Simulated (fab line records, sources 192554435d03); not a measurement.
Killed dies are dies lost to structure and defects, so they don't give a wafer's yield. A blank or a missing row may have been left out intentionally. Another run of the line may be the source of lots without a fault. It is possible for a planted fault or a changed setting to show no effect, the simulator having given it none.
Split-lot trial | flow n5-finfet | 7 lots, 21 wafers read, on a route of 1938 steps

== ON THE SPLIT ==
At N5_BEOL_M8_HM_DEP_02 (deposits TiN, target thk 20 nm), the setting target-thk-a was moved away from the recipe's 200 angstrom on 8 of the 21 wafers read, by -11.0% to +10.7%. This setting was run at the recipe's value on the other wafers.

== FROM THE SPLIT TO THE READING: what the file shows between them, 15 steps ==
- N5_BEOL_M8_COAT_59: time 60 s, resist thk 100 nm
- N5_BEOL_M8_COAT_60: time 60 s, resist thk 35 nm
- N5_BEOL_M8_STRIP_68: strips in N2/H2
- N5_BEOL_M8_STRIP_67: strips in CF4
- N5_BEOL_M8_HM_OPEN_17: chemistry Cl2/BCl3, target TiN, target depth 20 nm, overetch 6 nm
- N5_BEOL_M8_EXPOSE_25: exposes mask V7, target cd 40 nm (also split here: dose-mj)
- N5_BEOL_M8_PEB_26: peb time 60 s
- N5_BEOL_M8_DEVELOP_27: develop time 30 s
- N5_BEOL_M8_CD_MEAS_28: target cd 40 nm
- N5_BEOL_M8_DESCUM_33: chemistry O2, time 7 s
- N5_BEOL_M8_ETCH_72: etches underlayer in N2/H2, target depth 6.5 nm, time 5.2 s (also split here: h2-flow-sccm)
- N5_BEOL_M8_ETCH_65: etches SiARC in CF4, target depth 15.6 nm, time 26 s
- N5_BEOL_M8_ETCH_66: etches SOC in N2/H2, target depth 80 nm, overetch 16 nm, time 120 s
- N5_BEOL_M8_STRIP_76: strips in C4F6/O2
- N5_BEOL_M8_STRIP_36: strips in N2/H2

== THE READING ==
TiN_of_BEOL_M8_HM_DEP_02.thk-nm (the simulator's own value, which no gauge read), in nm, at N5_BEOL_M8_TRENCH_ETCH_37 (etches SiCOH lowk in C4F6/O2, target depth 93.478 nm, time 31.2 s). The file does not state a usual value for it. Average 17.4 nm, standard deviation 0.31 nm, over the 13 wafers here run with the recipe.

wafer  | tool, chamber at the split | target-thk-a as run, angstrom | against the recipe | TiN_of_BEOL_M8_HM_DEP_02.thk-nm, nm | against lot-mates on the recipe
L080.1 | pvd-sputter-03, -          | 200                           | recipe             | 17.2                                | -
L080.6 | pvd-sputter-03, -          | 200                           | recipe             | 17.2                                | -
L080.5 | pvd-sputter-03, -          | 210.9                         | +5.4%              | 18.4                                | +1.2
L078.3 | pvd-sputter-02, -          | 200                           | recipe             | 17.2                                | -
L078.4 | pvd-sputter-02, -          | 200                           | recipe             | 16.6                                | -
L078.6 | pvd-sputter-02, -          | 183.9                         | -8.1%              | 15.4                                | -1.5
L085.1 | pvd-sputter-03, -          | 200                           | recipe             | 17.8                                | -
L085.4 | pvd-sputter-03, -          | 200                           | recipe             | 17.8                                | -
L085.5 | pvd-sputter-03, -          | 200                           | recipe             | 17.6                                | -
L086.3 | pvd-sputter-01, -          | 200                           | recipe             | 17.4                                | -
L086.5 | pvd-sputter-01, -          | 200                           | recipe             | 17.4                                | -
L086.6 | pvd-sputter-01, -          | 178                           | -11.0%             | 14.8                                | -2.6
L091.2 | pvd-sputter-03, -          | 200                           | recipe             | 17.6                                | -
L091.3 | pvd-sputter-03, -          | 200                           | recipe             | 17.4                                | -
L091.5 | pvd-sputter-03, -          | 214.9                         | +7.5%              | 19                                  | +1.5
L094.3 | pvd-sputter-02, -          | 217.2                         | +8.6%              | 19                                  | +1.8
L094.5 | pvd-sputter-02, -          | 217.2                         | +8.6%              | 19                                  | +1.8
L094.6 | pvd-sputter-02, -          | 200                           | recipe             | 17.2                                | -
L095.3 | pvd-sputter-02, -          | 200                           | recipe             | 17.2                                | -
L095.4 | pvd-sputter-02, -          | 221.3                         | +10.7%             | 19.4                                | +2.2
L095.6 | pvd-sputter-02, -          | 221.3                         | +10.7%             | 19.4                                | +2.2

THE FIT
A straight line over all 21 wafers: TiN_of_BEOL_M8_HM_DEP_02.thk-nm changes by +0.21 nm for each +1% of target-thk-a; r = +0.97; the points scatter about the line by 0.27 nm.
The same after taking each lot's own level away (the mean of its wafers on the recipe; 21 wafers): +0.212 nm for each +1%; r = +0.99; scatter 0.14 nm.
On that fit, the largest move of target-thk-a shifts the reading by 2.3 nm.
Across the lots, their own levels run from 16.90 to 17.73 nm, a range of 2.7 times the standard deviation given above.
Hence the lot-to-lot level has little effect on the slope; both slopes agree.
Check: with one of the wafers moved furthest among these (-11.0%) left out of the fit, the line predicts -2.22 nm for it against its lot-mates. It came out at -2.6 nm against them.

== THE OTHER SPLITS THESE WAFERS WENT THROUGH ==
Before the reading, these wafers also passed through other splits. Each is held against what the fit with the lots' levels taken away leaves over:
other split on the same wafers  | wafers away from the commonest value | r with TiN_of_BEOL_M8_HM_DEP_02.thk-nm (lot level and that fit taken away)
N5_BEOL_M8_EXPOSE_25 dose-mj    | 9                                    | +0.04
N5_BEOL_M8_ETCH_72 h2-flow-sccm | 6                                    | +0.05

== THE WHOLE CHAIN: every reading that the file lists as answering this split, in the file's order ==
step                      | what it does                                                      | reading                                                                          | change (the file's fit)               | r (the file's)
N5_BEOL_M8_HM_DEP_02      | deposits TiN, target thk 20 nm                                    | TiN_of_BEOL_M8_HM_DEP_02.thk-nm (the simulator's own value, which no gauge read) | +0.205 nm for each +1% of the setting | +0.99
N5_BEOL_M8_HM_OPEN_17     | chemistry Cl2/BCl3, target TiN, target depth 20 nm, overetch 6 nm | etch.depth-nm (the simulator's own value, which no gauge read)                   | +0.21 nm for each +1% of the setting  | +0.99
N5_BEOL_M8_TRENCH_ETCH_37 | etches SiCOH lowk in C4F6/O2, target depth 93.478 nm, time 31.2 s | TiN_of_BEOL_M8_HM_DEP_02.thk-nm (the simulator's own value, which no gauge read) | +0.212 nm for each +1% of the setting | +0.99

== FILE'S OWN FIT ==
TiN_of_BEOL_M8_HM_DEP_02.thk-nm changes by +0.212 nm for each +1% of target-thk-a, r = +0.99.
